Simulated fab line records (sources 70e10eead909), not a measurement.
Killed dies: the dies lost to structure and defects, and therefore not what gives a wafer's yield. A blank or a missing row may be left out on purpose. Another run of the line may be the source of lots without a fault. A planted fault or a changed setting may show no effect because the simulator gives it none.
A lot that was struck, set against a sound lot + flow nand harc + 15 out of 1159 route steps
Sound: wafers L151.2, L151.3, L151.5. The struck wafers were L160.3, L160.4, L160.6. The cause is given at the end.
Order at every step that has rows: each side's tool, ch and its chambers, its first start. Under that, the readings that differ: sound wafers + struck wafers + difference of the means + sigmas: that difference in standard deviations of wafers without a fault.
alike: same words and numbers on both sides, and readings whose means sit less than 2 such deviations apart. not compared: any withheld reading, any reading some wafer has no value for, any bound like >300 that may hide the same value, and any number with overlapping values for which the record gives no deviation.
The two part at a step that has a row with sigmas, a row that says differs or no value, or rows on one side only. Numbers that have no deviation but don't overlap get no sigmas and don't part them. A reading that every wafer of one side lacks parts them only if that side has two wafers or more.

NHARC_A_ZERO_WELL_DESCUM_12: chemistry O2, time 3 s.
  sound on rie diel-01 ch 1,2, day 7 12:02; struck on rie diel-03 ch 0,3, day 9 20:25
  alike: drypump motor current A, oes product au, rf vpp V, showerhead plenum p Torr, throttle valve pct
  not compared: rf hours counter h
NHARC_A_ZERO_WELL_ETCH_19: etches the open film in N2/H2, target depth 80 nm, overetch 24 nm, time 87.88 s.
  sound on rie diel-01 ch 2,3, day 7 12:07; struck on rie diel-03 ch 1,2, day 9 20:30
  alike: drypump motor current A, oes product au, rf vpp V, showerhead plenum p Torr, throttle valve pct
  not compared: rf hours counter h
NHARC_A_ZERO_WELL_ETCH_13: etches the open film in HBr/Cl2, target depth 120 nm, time 40.1 s.
  sound on rie si-06 ch 1,2,3, day 7 12:15; struck on rie si-06 ch 0,1,2, day 9 20:38
  alike: drypump motor current A, oes product au, throttle valve pct
  not compared: rf hours counter h
then, 4 steps without rows for these wafers: NHARC_A_ZERO_WELL_STRIP_14 (strips in SPM, time 900 s); NHARC_A_ZERO_WELL_IMPLANT_15; NHARC_A_ZERO_WELL_PRECLEAN_22 (cleans in SC1, time 60 s); NHARC_A_ZERO_WELL_SRD_23.
NHARC_A_ZERO_WELL_RTA_16: time 10 s.
  sound on rtp anneal-02 ch 0, day 7 13:15; struck on rtp anneal-01 ch 0, day 9 21:35
| reading            | sound          | struck         | difference | sigmas |
|--------------------|----------------|----------------|------------|--------|
| lamp power pct (%) | 30.9 30.8 30.9 | 28.7 28.6 28.6 | -2.2       | -2     |
  alike: wafer_temp_C_max
NHARC_A_ZERO_WELL_INSPECT_17:
  sound: defect inspect-01 at day 7 13:25; struck: defect inspect-02 at day 9 21:43
  alike: raw defect count
then, 2 steps without rows for these wafers: NHARC_A_SOURCE_PLATE_PRECLEAN_00 (cleans in HF-LAST, time 60 s); NHARC_A_SOURCE_PLATE_SRD_01.
NHARC_A_SOURCE_PLATE_OXIDE_02: material SiO2, target thk 10 nm, ox time 1362 s.
  sound on furnace-02 ch 0, day 7 16:47; struck on furnace-08 ch 0, day 10 03:23
NHARC_A_SOURCE_PLATE_THK_MEAS_09: measures by ellipsometry.
  sound: film metro-02 at day 7 20:50; struck: film metro-02 at day 10 07:47
| reading     | sound          | struck         | difference | sigmas |
|-------------|----------------|----------------|------------|--------|
| thk nm (nm) | 10.8 10.5 10.4 | 15.2 13.9 16.4 | +4.6       | +5     |
then, 1 step without rows for these wafers: NHARC_A_SOURCE_PLATE_PVD_04 (deposits WSi2, target thk 50 nm).
-- record jumps: 12 days between struck wafers' starts before vs after; left off in module A_SOURCE_PLATE, resumes in module END, first step shown is number 1159 of the route --
NHARC_END_SORT_01:
  the record has rows for the struck wafers here (prober-02 ch 0, day 22 11:21) and none for the sound ones

== WHERE THEY PART ==
First at NHARC_A_ZERO_WELL_RTA_16; last, within this record, at NHARC_END_SORT_01.

WHY: the cause the simulator had injected
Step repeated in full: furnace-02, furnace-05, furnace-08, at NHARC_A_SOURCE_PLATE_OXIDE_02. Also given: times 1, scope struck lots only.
